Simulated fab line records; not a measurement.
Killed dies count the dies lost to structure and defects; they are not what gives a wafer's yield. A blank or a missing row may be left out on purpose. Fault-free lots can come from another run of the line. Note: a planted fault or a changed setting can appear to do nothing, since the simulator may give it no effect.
Matching of chambers -- flow nandHarc -- NHARC_P_CONTACT_CMP_24 on cmp-01: 4 sister chambers
The step polishes, t overpolish 30 s, target thk 200 nm. 8 wafers are shown with their chamber, then 10 later ones without.

WAFERS, EACH WITH ITS CHAMBER
wafer,chamber,timeToEndpointS (s),motorCurrentA (A)
L085.3,1,41,12.0
L087.3,0,46,11.9
L087.6,3,39,12.1
L088.4,2,36,11.5
L088.5,3,39,12.1
L088.6,0,45,11.4
L090.3,2,36,12.0
L090.4,1,41,11.6

WAFERS MISSING THEIR CHAMBER
wafer,timeToEndpointS (s),motorCurrentA (A)
L090.5,38,12.3
L092.1,36,12.3
L092.2,45,11.4
L092.3,44,12.0
L094.3,41,11.3
L094.5,36,11.8
L094.6,40,11.5
L096.1,44,11.6
L096.2,35,12.3
L096.5,38,11.9

CHAMBER TAKEN BY EACH
wafer,from the rows above,in truth
L090.5,3,3
L092.1,2,2
L092.2,0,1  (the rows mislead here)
L092.3,0,0
L094.3,1,1
L094.5,2,2
L094.6,can't be placed: 1 or 3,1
L096.1,0,0
L096.2,2,2
L096.5,3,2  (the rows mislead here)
7 of 10 placed correctly. From these rows, 1 cannot be placed; in 1 the true chamber is one of the candidates. 2 placed wrongly.
How it was worked out, from the rows above alone: a wafer's distance from a chamber is the root of the sum, over the readings, of the square of ((its reading less the chamber's mean) divided by the reading's scatter). If the next closest chamber is less than 2 further off than the closest, the wafer can't be placed; otherwise it belongs to the closest. A chamber's mean is the mean of its shown wafers. The scatter is the square root of a quotient: the sum, over the shown wafers, of each reading's squared deviation from its chamber's mean, divided by wafers minus chambers.
